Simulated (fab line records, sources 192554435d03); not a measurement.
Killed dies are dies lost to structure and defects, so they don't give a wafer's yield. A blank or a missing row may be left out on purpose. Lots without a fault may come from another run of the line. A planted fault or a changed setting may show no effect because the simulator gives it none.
Split-lot experiment | flow n5_finfet | 7 lots, 21 wafers read, on a route of 1938 steps

THE SPLIT
At N5_BEOL_M3_ETCH_41 (etches SiCN in CH3F/O2, target depth 29.9 nm, time 52.5 s), the setting target_depth_a was moved away from the recipe's 299 angstrom on 8 of the 21 wafers read, by -8.2% to +8.2%. The other wafers ran this setting at the recipe's value.

The reading is taken at the split's own step.

THE READING
etch.depth_nm (the simulator's own value, which no gauge read), in nm, at N5_BEOL_M3_ETCH_41 (etches SiCN in CH3F/O2, target depth 29.9 nm, time 52.5 s). The file gives no usual value for it. The 13 wafers here that ran the recipe average 19.74 nm, standard deviation 0.29 nm.

wafer  | tool, chamber at the split | target_depth_a as run, angstrom | against the recipe | etch.depth_nm, nm | against lot-mates on the recipe
L075.1 | rie_diel-01, 3             | 323.4                           | +8.2%              | 21.52             | +1.63
L075.2 | rie_diel-01, 0             | 299                             | recipe             | 19.89             | -
L075.3 | rie_diel-01, 1             | 323.4                           | +8.2%              | 21.15             | +1.26
L077.1 | rie_diel-01, 2             | 274.5                           | -8.2%              | 18.21             | -1.64
L077.2 | rie_diel-01, 0             | 274.5                           | -8.2%              | 18.58             | -1.27
L077.5 | rie_diel-01, 1             | 299                             | recipe             | 19.85             | -
L085.1 | rie_diel-01, 3             | 299                             | recipe             | 19.74             | -
L085.3 | rie_diel-01, 0             | 312.3                           | +4.4%              | 20.81             | +1.07
L085.4 | rie_diel-01, 2             | 312.3                           | +4.4%              | 20.52             | +0.78
L088.2 | rie_diel-01, 0             | 279.6                           | -6.5%              | 18.59             | -1.16
L088.3 | rie_diel-01, 2             | 299                             | recipe             | 19.48             | -
L088.6 | rie_diel-01, 0             | 299                             | recipe             | 20.02             | -
L091.2 | rie_diel-06, 1             | 299                             | recipe             | 19.64             | -
L091.3 | rie_diel-06, 0             | 299                             | recipe             | 19.36             | -
L091.6 | rie_diel-06, 1             | 299                             | recipe             | 19.44             | -
L092.1 | rie_diel-01, 0             | 316                             | +5.7%              | 20.98             | +0.90
L092.3 | rie_diel-01, 3             | 299                             | recipe             | 20.43             | -
L092.4 | rie_diel-01, 2             | 299                             | recipe             | 19.73             | -
L097.2 | rie_diel-01, 0             | 299                             | recipe             | 19.86             | -
L097.5 | rie_diel-01, 0             | 299                             | recipe             | 19.83             | -
L097.6 | rie_diel-01, 2             | 299                             | recipe             | 19.32             | -

THE FIT
A straight line over all 21 wafers: etch.depth_nm changes by +0.185 nm for each +1% of target_depth_a; r = +0.95; the points scatter about the line by 0.27 nm.
The same after taking each lot's own level away (the mean of its wafers on the recipe; 21 wafers): +0.179 nm for each +1%; r = +0.97; scatter 0.21 nm.
On that fit, the largest move of target_depth_a shifts the reading by 1.5 nm.
The lots' own levels span 19.480 to 20.080 nm, that is 2.1 times the standard deviation above.
So the lot-to-lot level changes the slope little: the two slopes agree.
Check: with one of the wafers moved furthest among these (-8.2%) left out of the fit, the line predicts -1.4 nm for it against its lot-mates. It came out at -1.64 nm against them.

OTHER SPLITS ON THESE WAFERS
These wafers also went through other splits before the reading. Each is held against what the fit with the lots' levels taken away leaves over:
other split on the same wafers            | wafers away from the commonest value | r with etch.depth_nm (lot level and that fit taken away)
N5_BEOL_M0_SAQP_SPACER1_ALD_98 ald_cycles | 8                                    | +0.28
N5_BEOL_M0_SAQP_ETCH_107 bias_w           | 10                                   | -0.18
N5_BEOL_M0_DEP_125 time_s                 | 8                                    | -0.16
N5_BEOL_M1_ILD_DEP_00 time_s              | 5                                    | -0.03
N5_BEOL_M1_SPUTTER_79 time_s              | 2                                    | -0.08
N5_BEOL_M2_ILD_DEP_00 time_s              | 7                                    | -0.07
N5_BEOL_M3_TRENCH_ETCH_37 bias_w          | 3                                    | -0.30

THE FILE'S OWN FIT
etch.depth_nm changes by +0.178 nm for each +1% of target_depth_a, r = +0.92.
